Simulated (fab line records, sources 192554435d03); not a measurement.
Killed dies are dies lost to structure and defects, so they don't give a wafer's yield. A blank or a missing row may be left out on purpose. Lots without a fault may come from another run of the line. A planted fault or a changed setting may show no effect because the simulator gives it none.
Split-lot experiment | flow n5_finfet | 7 lots, 21 wafers read, on a route of 1938 steps

THE SPLIT
At N5_PMOS_HMC_CHANNEL_EPI_PEB_07 (peb time 60 s), the setting peb_time_s was moved away from the recipe's 60 s on 10 of the 21 wafers read, by -16.8% to +13.9%. The other wafers ran this setting at the recipe's value.

FROM THE SPLIT TO THE READING: what the file shows between them, 1 step
- N5_PMOS_HMC_CHANNEL_EPI_DEVELOP_08: develop time 30 s

THE READING
cd_nm, in nm, at N5_PMOS_HMC_CHANNEL_EPI_CD_MEAS_09 (target cd 237.4 nm). Fault-free wafers of this fab line usually give 237.1 nm, standard deviation 1.1 nm.

wafer  | tool, chamber at the split | peb_time_s as run, s | against the recipe | cd_nm, nm | against lot-mates on the recipe
L076.3 | litho_track-01, 0          | 65.41                | +9.0%              | 240.1     | no lot-mate on the recipe
L076.4 | litho_track-01, 0          | 65.41                | +9.0%              | 235.2     | no lot-mate on the recipe
L076.6 | litho_track-01, 0          | 65.41                | +9.0%              | 239.2     | no lot-mate on the recipe
L077.1 | litho_track-02, 0          | 66.24                | +10.4%             | 240.0     | +3.6
L077.2 | litho_track-02, 0          | 66.24                | +10.4%             | 239.9     | +3.5
L077.5 | litho_track-02, 0          | 60                   | recipe             | 236.4     | -
L085.1 | litho_track-01, 0          | 60                   | recipe             | 235.4     | -
L085.4 | litho_track-01, 0          | 60                   | recipe             | 238.8     | -
L085.5 | litho_track-01, 0          | 49.93                | -16.8%             | 228.7     | -8.4
L088.1 | litho_track-02, 0          | 55.71                | -7.2%              | 234.1     | -4.2
L088.4 | litho_track-02, 0          | 60                   | recipe             | 238.3     | -
L088.5 | litho_track-02, 0          | 55.71                | -7.2%              | 233.3     | -5.0
L092.1 | litho_track-01, 0          | 60                   | recipe             | 238.2     | -
L092.2 | litho_track-01, 0          | 60                   | recipe             | 237.8     | -
L092.3 | litho_track-01, 0          | 60                   | recipe             | 242.2     | -
L093.1 | litho_track-03, 0          | 68.33                | +13.9%             | 246.0     | +5.7
L093.3 | litho_track-03, 0          | 60                   | recipe             | 240.3     | -
L093.6 | litho_track-03, 0          | 68.33                | +13.9%             | 247.3     | +7.0
L094.2 | litho_track-01, 0          | 60                   | recipe             | 237.1     | -
L094.5 | litho_track-01, 0          | 60                   | recipe             | 237.1     | -
L094.6 | litho_track-01, 0          | 60                   | recipe             | 237.5     | -

THE FIT
A straight line over all 21 wafers: cd_nm changes by +0.434 nm for each +1% of peb_time_s; r = +0.81; the points scatter about the line by 2.5 nm.
The same after taking each lot's own level away (the mean of its wafers on the recipe; 18 wafers): +0.469 nm for each +1%; r = +0.95; scatter 1.2 nm.
On that fit, the largest move of peb_time_s shifts the reading by 7.9 nm.
The lots' own levels span 236.40 to 240.30 nm, that is 3.5 times the standard deviation above.
So the lot-to-lot level changes the slope little: the two slopes agree.
Check: with one of the wafers moved furthest among these (-16.8%) left out of the fit, the line predicts -8.1 nm for it against its lot-mates. It came out at -8.4 nm against them.

OTHER SPLITS ON THESE WAFERS
These wafers also went through other splits before the reading. Each is held against what the fit with the lots' levels taken away leaves over:
other split on the same wafers            | wafers away from the commonest value | r with cd_nm (lot level and that fit taken away)
N5_WELL_APT_COAT_02 spin_rpm              | 7                                    | +0.00
N5_PMOS_HMC_CHANNEL_EPI_EXPOSE_06 dose_mj | 6                                    | +0.69

THE WHOLE CHAIN: every reading that the file lists as answering this split, in the file's order
step                               | what it does             | reading                                                                     | change (the file's fit)                                                                              | r (the file's)
N5_PMOS_HMC_CHANNEL_EPI_CD_MEAS_09 | target cd 237.4 nm       | cd_nm                                                                       | +0.473 nm for each +1% of the setting                                                                | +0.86
N5_PMOS_HMC_CHANNEL_EPI_DESCUM_14  | chemistry O2, time 7.9 s | PMOS_HMC_CHANNEL_EPI.cd_nm (the simulator's own value, which no gauge read) | +0.434 nm for each +1% of the setting, in a fit together with dose_mj@PMOS_HMC_CHANNEL_EPI_EXPOSE_06 | 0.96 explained

THE FILE'S OWN FIT
cd_nm changes by +0.473 nm for each +1% of peb_time_s, r = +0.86.
